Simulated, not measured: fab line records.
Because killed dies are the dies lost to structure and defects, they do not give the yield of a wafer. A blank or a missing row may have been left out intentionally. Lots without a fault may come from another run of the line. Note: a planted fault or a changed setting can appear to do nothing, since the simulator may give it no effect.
A struck lot beside a sound one	flow nandHarc	35 out of 1159 route steps
Sound: wafers L451.1, L451.3, L451.5. Wafers struck: L460.1, L460.5, L460.6. The cause is given at the end.
For every step that has rows: the tool of each side, followed by ch and its chambers, followed by its first start. Under that, the readings that differ: sound wafers	struck wafers	difference of the means	sigmas: that difference in standard deviations of wafers without a fault.
alike: readings whose means differ by less than 2 such deviations, and words and numbers that are the same on both sides. not compared: withheld readings, readings that some wafer has no value for, bounds like >300 that may hide the same value, and numbers for which the record gives no deviation and whose values overlap.
Wherever a step has rows on one side only, a row that says differs or no value, or a row with sigmas, the two part there. Non-overlapping numbers with no deviation appear without sigmas and do not part them. A reading that every wafer of one side lacks parts them only if that side has two wafers or more.

first, 7 steps without rows for these wafers: NHARC_P_STI_DEVELOP_08 (time 50 s); NHARC_P_STI_HARDBAKE_13 (time 65 s); NHARC_P_STI_DESCUM_14 (chemistry O2, time 3 s); NHARC_P_STI_ETCH_42 (etches the open film in N2/H2, target depth 80 nm, overetch 24 nm, time 61 s); NHARC_P_STI_ETCH_31 (etches the open film in CF4/CHF3, target depth 108.9 nm, time 54.5 s); NHARC_P_STI_ETCH_15 (etches the open film in HBr/Cl2, target depth 300 nm, time 100.1 s); NHARC_P_STI_STRIP_19 (strips in SPM, time 900 s).
NHARC_P_STI_PRECLEAN_32: cleans in SC1.
  sound on wetBench-01 ch 0,4,5, day 2 10:13; struck on wetBench-01 ch 1,2,3, day 4 17:57
  alike: tempC
then, 25 steps without rows for these wafers: NHARC_P_STI_SRD_23; NHARC_P_STI_OXIDE_33 (material SiO2, target thk 10 nm, ox time 281 s); NHARC_P_STI_HDPCVD_20 (deposits SiO2); NHARC_P_STI_ANNEAL_34 (time 1800 s); NHARC_P_STI_CMP_21 (polishes, t overpolish 20 s, target thk 380.67 nm); NHARC_P_STI_SRD_35; NHARC_P_STI_ETCH_36 (etches SiO2 in dHF, target depth 38.8 nm); NHARC_P_STI_STRIP_24 (strips Si3N4 in H3PO4); NHARC_P_STI_ETCH_37 (etches SiO2 in dHF, target depth 11 nm); NHARC_P_STI_PRECLEAN_38 (cleans in SC1); NHARC_P_STI_SRD_39; NHARC_P_STI_OXIDE_40 (material SiO2, target thk 10 nm, ox time 1362 s); NHARC_P_GATE_ETCH_69 (etches SiO2 in dHF, target depth 14 nm); NHARC_P_GATE_PRECLEAN_70 (cleans in SC1); NHARC_P_GATE_SRD_01; NHARC_P_GATE_OXIDE_02 (material SiO2, target thk 37.5 nm, ox time 365 s); NHARC_P_GATE_DEHYDRATE_03 (time 120 s); NHARC_P_GATE_HMDS_04 (time 30 s); NHARC_P_GATE_COAT_05; NHARC_P_GATE_SOFTBAKE_06 (time 95 s); NHARC_P_GATE_EBR_07; NHARC_P_GATE_EXPOSE_08 (exposes mask P HV); NHARC_P_GATE_PEB_09 (peb time 85 s); NHARC_P_GATE_DEVELOP_10 (time 70 s); NHARC_P_GATE_HARDBAKE_12 (time 80 s).
-- jump in the record: it breaks off in module P_GATE and resumes in module END (first step shown: number 1158 of the route), and 17 days separate the struck wafers' starts before and after --
NHARC_END_WLT_00:
  sound on prober-01, day 19 03:11; struck on prober-02, day 21 17:44
reading	sound	struck	difference	sigmas
VT_DECK1_BOTTOM	0.871 0.877 0.880	0.987 0.985 0.983	+0.109	+16
VT_DECK1_BOTTOM_INNER	0.885 0.877 0.869	0.983 0.978 0.976	+0.102	+13
VT_DECK1_MEDIAN_NEAR_BOTTOM	0.874 0.876 0.874	0.987 0.983 0.981	+0.109	+14
VT_DECK1_MEDIAN_NEAR_BOTTOM_INNER	0.869 0.876 0.879	0.982 0.979 0.970	+0.102	+16
VT_DECK1_MIDDLE	0.895 0.896 0.888	0.995 1.000 0.996	+0.104	+14
VT_DECK1_MIDDLE_INNER	0.891 0.893 0.893	0.999 0.998 0.993	+0.104	+14
VT_DECK1_TOP	0.905 0.904 0.907	1.012 1.011 1.015	+0.107	+13
VT_DECK1_TOP_INNER	0.912 0.900 0.907	1.009 1.016 1.004	+0.103	+13
  not compared: hold
NHARC_END_SORT_01:
  sound on prober-01 ch 0, day 19 06:13; struck on prober-02 ch 0, day 22 01:53
reading	sound	struck	difference	sigmas
hold	- - -	awaitDispo/5.2h/release awaitDispo/5.2h/release awaitDispo/5.2h/release	no value on the sound wafers	
  alike: killedAtArray, killedAtOther, killedAtPeriphery, killedDies, killedOpen, killedShort

## WHERE THEY PART
First at NHARC_END_WLT_00; last, within this record, at NHARC_END_SORT_01.

WHY: the cause the simulator had injected
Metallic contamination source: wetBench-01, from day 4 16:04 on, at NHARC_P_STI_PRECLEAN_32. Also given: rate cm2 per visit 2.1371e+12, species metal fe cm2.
